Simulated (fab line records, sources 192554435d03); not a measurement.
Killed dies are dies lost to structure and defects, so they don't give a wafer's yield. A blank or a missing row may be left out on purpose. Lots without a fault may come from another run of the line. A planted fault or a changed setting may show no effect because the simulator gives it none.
A struck lot beside a sound one | flow n5_finfet | 14 steps out of a route of 1938
Sound: wafers L536.2, L536.3, L536.5. Struck: wafer L541.4. (L541.3, L541.5 of the same lot were not struck and are left out.) The cause comes at the end.
At each step with rows: each side's tool, then ch and its chambers, then its first start. Under that, the readings that differ: sound wafers | struck wafers | difference of the means | sigmas: that difference in standard deviations of wafers without a fault.
alike: readings whose means differ by less than 2 such deviations, and words and numbers that are the same on both sides. not compared: withheld readings, readings that some wafer has no value for, bounds like >300 that may hide the same value, and numbers for which the record gives no deviation and whose values overlap.
The two part at a step that has a row with sigmas, a row that says differs or no value, or rows on one side only. Numbers that don't overlap but have no deviation are shown without sigmas and don't part them. A reading that every wafer of one side lacks parts them only if that side has two wafers or more.

first, 8 steps without rows for these wafers: N5_BEOL_M11_COAT_59 (time 60 s, resist thk 100 nm); N5_BEOL_M11_COAT_60 (time 60 s, resist thk 30 nm); N5_BEOL_M11_COAT_05 (resist thk 90 nm); N5_BEOL_M11_EBR_07; N5_BEOL_M11_SOFTBAKE_06 (time 60 s); N5_BEOL_M11_EXPOSE_08 (exposes mask M11); N5_BEOL_M11_PEB_09 (peb time 60 s); N5_BEOL_M11_DEVELOP_10 (develop time 30 s).
N5_BEOL_M11_CD_MEAS_11: target cd 64.1 nm.
  sound on cd_sem-03 ch 0, day 11 03:04; struck on cd_sem-02 ch 0, day 13 19:16
  alike: cd_nm
N5_BEOL_M11_OVL_MEAS_12:
  sound on overlay-02 ch 0, day 11 03:05; struck on overlay-02 ch 0, day 13 19:17
  alike: M11_OVL
N5_BEOL_M11_INSPECT_13: inspects for defects (brightfield).
  sound on defect_inspect-01, day 11 03:07; struck on defect_inspect-02, day 13 19:19
  alike: raw_defect_count
N5_BEOL_M11_DESCUM_16: chemistry O2, time 7.9 s.
  sound on rie_diel-01 ch 0,1, day 11 03:10; struck on rie_diel-03 ch 1, day 13 19:21
  alike: drypump_motor_current_A, oes_product_au, rf_vpp_V, showerhead_plenum_p_Torr, throttle_valve_pct
  not compared: rf_hours_counter_h
N5_BEOL_M11_ETCH_61: etches SiARC in CF4, target depth 39 nm, time 65 s.
  sound on rie_diel-01 ch 0,1, day 11 03:12; struck on rie_diel-03 ch 1, day 13 19:23
  reading               | sound          | struck | difference | sigmas
  etch_rf_on_time_s (s) | 64.1 64.0 63.4 | 44.8   | -19.0      | -19
  alike: drypump_motor_current_A, oes_product_au, rf_vpp_V, showerhead_plenum_p_Torr, throttle_valve_pct
  not compared: rf_hours_counter_h
N5_BEOL_M11_ETCH_62: etches SOC in N2/H2, target depth 110 nm, overetch 22 nm, time 165 s.
  sound on rie_diel-01 ch 0,1, day 11 03:15; struck on rie_diel-03 ch 1, day 13 19:26
  alike: drypump_motor_current_A, oes_product_au, rf_vpp_V, showerhead_plenum_p_Torr, throttle_valve_pct
  not compared: rf_hours_counter_h

WHERE THEY PART
Only at N5_BEOL_M11_ETCH_61, within this record. Later steps at which nothing parts them and some readings are alike: N5_BEOL_M11_ETCH_62.

WHY: what the simulator had put in
Process parameter drift: rie_diel-03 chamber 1, from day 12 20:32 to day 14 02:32, at N5_BEOL_M11_ETCH_61. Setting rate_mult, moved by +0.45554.
